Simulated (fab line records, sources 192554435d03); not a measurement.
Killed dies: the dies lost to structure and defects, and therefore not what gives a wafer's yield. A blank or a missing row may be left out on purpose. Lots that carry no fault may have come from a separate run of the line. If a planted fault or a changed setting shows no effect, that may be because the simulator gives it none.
Chamber matching -- flow n5-finfet -- N5_BEOL_M9_ETCH_76 on rie-diel-03 has 4 sister chambers
The step etches underlayer in N2/H2, target depth 6.5 nm, time 5.2 s. 4 wafers are shown with their chamber, then 8 later ones without.

== WAFERS WITH THEIR CHAMBER ==
wafer,chamber,showerhead-plenum-p-Torr (Torr)
L082.4,3,2.64
L086.3,2,2.56
L086.4,0,2.64
L088.1,1,2.63

== WAFERS WHOSE CHAMBER IS MISSING ==
wafer,showerhead-plenum-p-Torr (Torr)
L088.2,2.64
L088.5,2.56
L093.1,2.56
L093.4,2.63
L093.5,2.63
L097.2,2.62
L097.4,2.62
L097.5,2.62

== EACH ONE'S CHAMBER ==
wafer,from the rows above,in truth
L088.2,can't be placed: 0 or 3 or 1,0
L088.5,2,2
L093.1,2,2
L093.4,can't be placed: 1 or 0 or 3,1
L093.5,can't be placed: 1 or 0 or 3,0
L097.2,can't be placed: 1 or 0 or 3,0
L097.4,can't be placed: 1 or 0 or 3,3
L097.5,can't be placed: 1 or 0 or 3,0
Correct placement for 2 of the 8. Cannot be placed on the basis of these rows: 6; the candidates contain the true chamber in 6. Number placed wrongly: 0.
How it was worked out, from the rows above alone: a wafer's distance from a chamber is the root of the sum, over the readings, of the square of ((its reading less the chamber's mean) divided by the reading's scatter). The wafer belongs to the nearest chamber; if the next one is less than 2 further off, it can't be placed. For every chamber, the mean is computed from those of its wafers that are shown. The scatter: with one shown wafer a chamber, the root of the mean of the squares of how far each hidden wafer lies from its nearest shown one.
